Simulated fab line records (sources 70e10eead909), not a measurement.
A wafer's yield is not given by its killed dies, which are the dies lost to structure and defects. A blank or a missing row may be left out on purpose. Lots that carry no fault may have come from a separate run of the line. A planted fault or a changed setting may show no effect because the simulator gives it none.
Which tool is to blame? | flow nand-harc | Sampling: 13 lots, 39 wafers, 5 of 1302 route steps

== WHAT THE GAUGES SHOWED, per wafer ==
NHARC_A_M1_THK_MEAS_24: measures by xrf.
lot  | measured     | on            | thk-nm (nm)
L765 | day 22 18:32 | film-metro-01 | 152.2 150.9 155.7
L766 | day 23 22:29 | film-metro-01 | 156.5 153.4 154.0
L772 | day 26 07:49 | film-metro-01 | 155.2 154.2 150.9
L775 | day 26 20:27 | film-metro-02 | 154.0 153.9 154.8
L777 | day 27 20:04 | film-metro-02 | 154.8 154.4 155.4
L780 | day 28 16:35 | film-metro-02 | 154.7 154.0 155.5
L782 | day 29 22:06 | film-metro-01 | 152.7 152.9 155.0
L783 | day 30 13:40 | film-metro-02 | 153.0 153.7 156.5
L784 | day 31 09:21 | film-metro-01 | 152.0 150.6 153.4
L785 | day 31 14:30 | film-metro-01 | 153.1 156.8 151.9
L786 | day 31 15:40 | film-metro-02 | 153.1 155.4 154.4
L787 | day 31 21:10 | film-metro-02 | 153.1 158.1 152.9
L788 | day 32 02:50 | film-metro-01 | 153.3 156.5 154.3

NHARC_A_BONDPAD_THK_MEAS_20: measures by xrf.
lot  | measured     | on            | thk-nm (nm)
L765 | day 22 23:04 | film-metro-01 | 168.4 170.2 170.6
L766 | day 24 02:59 | film-metro-01 | 167.5 170.3 167.8
L772 | day 26 12:43 | film-metro-01 | 170.6 170.7 169.7
L775 | day 27 01:07 | film-metro-01 | 167.3 167.8 170.0
L777 | day 28 00:47 | film-metro-02 | 170.2 171.3 169.9
L780 | day 28 21:40 | film-metro-02 | 170.7 166.8 167.3
L782 | day 30 03:40 | film-metro-02 | 171.8 168.8 170.0
L783 | day 30 18:19 | film-metro-01 | 169.1 173.8 170.5
L784 | day 31 13:58 | film-metro-02 | 170.7 171.4 168.4
L785 | day 31 19:15 | film-metro-02 | 170.8 170.2 168.5
L786 | day 31 20:26 | film-metro-01 | 169.4 170.4 169.7
L787 | day 32 02:08 | film-metro-02 | 171.8 174.1 169.6
L788 | day 32 07:25 | film-metro-02 | 171.3 169.2 172.5

NHARC_END_SORT_01.
lot  | measured     | on        | defect-limited-yield (%) | killed-at-array | killed-at-other | killed-at-periphery | killed-dies | killed-open | killed-short
L777 | day 29 06:05 | prober-01 | 84 86 87                 | 103 93 85       | 1 0 0           | 1 0 3               | 105 93 88   | 1 2 5       | 1 1 2

== TOOL THAT RAN EACH LOT (tool first, then ch and the chambers of the sampled wafers, then the start) ==
lot  | NHARC_A_M1_PRE_CLEAN_30                 | NHARC_A_BONDPAD_STRIP_15
L765 | pvd-sputter-03, day 22 18:32 or earlier | rie-diel-11 ch 1,2, day 22 21:07
L766 | pvd-sputter-03, day 23 22:29 or earlier | rie-diel-11 ch 0,3, day 24 01:02
L772 | pvd-sputter-03, day 26 07:49 or earlier | rie-diel-03 ch 0,1,2, day 26 10:45
L775 | pvd-sputter-03, day 26 20:27 or earlier | rie-diel-11 ch 0,2,3, day 26 23:11
L777 | pvd-sputter-01, day 27 20:04 or earlier | rie-diel-11 ch 0,2,3, day 27 22:47
L780 | pvd-sputter-03, day 28 16:35 or earlier | rie-diel-03 ch 0,2,3, day 28 19:43
L782 | pvd-sputter-02, day 29 22:06 or earlier | rie-diel-03 ch 1,2, day 30 00:40
L783 | pvd-sputter-01, day 30 13:40 or earlier | rie-diel-11 ch 0,1,3, day 30 16:23
L784 | pvd-sputter-03, day 31 09:21 or earlier | rie-diel-05 ch 0,1,2, day 31 12:02
L785 | pvd-sputter-02, day 31 14:30 or earlier | rie-diel-11 ch 1,3, day 31 17:14
L786 | pvd-sputter-01, day 31 15:40 or earlier | rie-diel-11 ch 1,3, day 31 18:26
L787 | pvd-sputter-02, day 31 21:10 or earlier | rie-diel-05 ch 0,1,2, day 31 23:57
L788 | pvd-sputter-01, day 32 02:50 or earlier | rie-diel-11 ch 0,2, day 32 05:26
- NHARC_A_M1_PRE_CLEAN_30: time 30 s.
- NHARC_A_BONDPAD_STRIP_15: strips in O2.

== WHAT THE TOOLS THEMSELVES READ (means of the sampled wafers that have a number; where no wafer has one, the mark that the record gives instead) ==
NHARC_A_M1_PRE_CLEAN_30.
lot  | tool           | heater-power-w (W)
L765 | pvd-sputter-03 | 406
L766 | pvd-sputter-03 | 352
L772 | pvd-sputter-03 | 380
L775 | pvd-sputter-03 | 383
L777 | pvd-sputter-01 | 465
L780 | pvd-sputter-03 | 385
L782 | pvd-sputter-02 | 456
L783 | pvd-sputter-01 | 454
L784 | pvd-sputter-03 | 387
L785 | pvd-sputter-02 | 445
L786 | pvd-sputter-01 | 460
L787 | pvd-sputter-02 | 458
L788 | pvd-sputter-01 | 453

NHARC_A_BONDPAD_STRIP_15.
lot  | tool        | chamber-pressure-mTorr (mTorr) | drypump-motor-current-A (A) | oes-product-au (a.u.) | rf-vpp-V (V) | showerhead-plenum-p-Torr (Torr) | throttle-valve-pct (%)
L765 | rie-diel-11 | 60.01                          | 6.0                         | 0.997                 | 58.1         | 3.45                            | 17.046
L766 | rie-diel-11 | 60.02                          | 6.3                         | 0.995                 | 57.5         | 3.45                            | 17.041
L772 | rie-diel-03 | 59.97                          | 5.9                         | 0.993                 | 58.4         | 3.59                            | 17.036
L775 | rie-diel-11 | 51.04                          | 6.2                         | 0.989                 | 57.8         | 3.45                            | 17.031
L777 | rie-diel-11 | 51.00                          | 6.2                         | 0.990                 | 58.0         | 3.45                            | 17.039
L780 | rie-diel-03 | 59.99                          | 5.6                         | 0.991                 | 58.9         | 3.44                            | 17.032
L782 | rie-diel-03 | 60.00                          | 5.5                         | 0.992                 | 57.2         | 3.66                            | 17.042
L783 | rie-diel-11 | 59.97                          | 6.1                         | 1.000                 | 57.6         | 3.45                            | 17.044
L784 | rie-diel-05 | 59.97                          | 5.6                         | 1.000                 | 57.8         | 3.53                            | 17.042
L785 | rie-diel-11 | 59.98                          | 6.1                         | 1.001                 | 58.0         | 3.46                            | 17.032
L786 | rie-diel-11 | 60.01                          | 6.2                         | 0.990                 | 57.2         | 3.48                            | 17.032
L787 | rie-diel-05 | 60.06                          | 5.6                         | 0.997                 | 57.5         | 3.53                            | 17.041
L788 | rie-diel-11 | 60.05                          | 6.1                         | 1.002                 | 58.8         | 3.44                            | 17.040

== THE ANSWER, worked out from the rows above alone ==
Rule: the lots themselves supply what counts as usual. The widest of any qualifying gaps counts: lots, ordered by their means at a reading, are off when they make up no more than a third of the lots, leave a main group of 4 or more, and stand apart from it by 3 or more times the standard deviation of that group's means. The tables above print the reading to a certain number of digits; a main group whose means all agree to those digits is not used. Also off: a lot with no number at a reading for which 4 or more lots have one. All remaining lots with rows at the step are treated as sound. After the gauges, taken in route order, come the tools' own readings; for these a lot's mean is taken, as printed above. The first step at which some lot is off is used, and at that step the reading that is off furthest; a lot without a number counts as furthest.
Off at NHARC_A_BONDPAD_STRIP_15 (chamber-pressure-mTorr): L775, L777. Main group: mean 60.00 mTorr, sd 0.03.
If a tool, at that step or one of the process steps before it, ran each lot that is off and ran no sound lot following the first of them, it fits. Because NHARC_A_M1_PRE_CLEAN_30 lacks a start for some lots, the hours and order of its lots are taken from NHARC_A_M1_THK_MEAS_24. Of those tried, none fits.

== WHAT HAD BEEN PUT IN BY THE SIMULATOR ==
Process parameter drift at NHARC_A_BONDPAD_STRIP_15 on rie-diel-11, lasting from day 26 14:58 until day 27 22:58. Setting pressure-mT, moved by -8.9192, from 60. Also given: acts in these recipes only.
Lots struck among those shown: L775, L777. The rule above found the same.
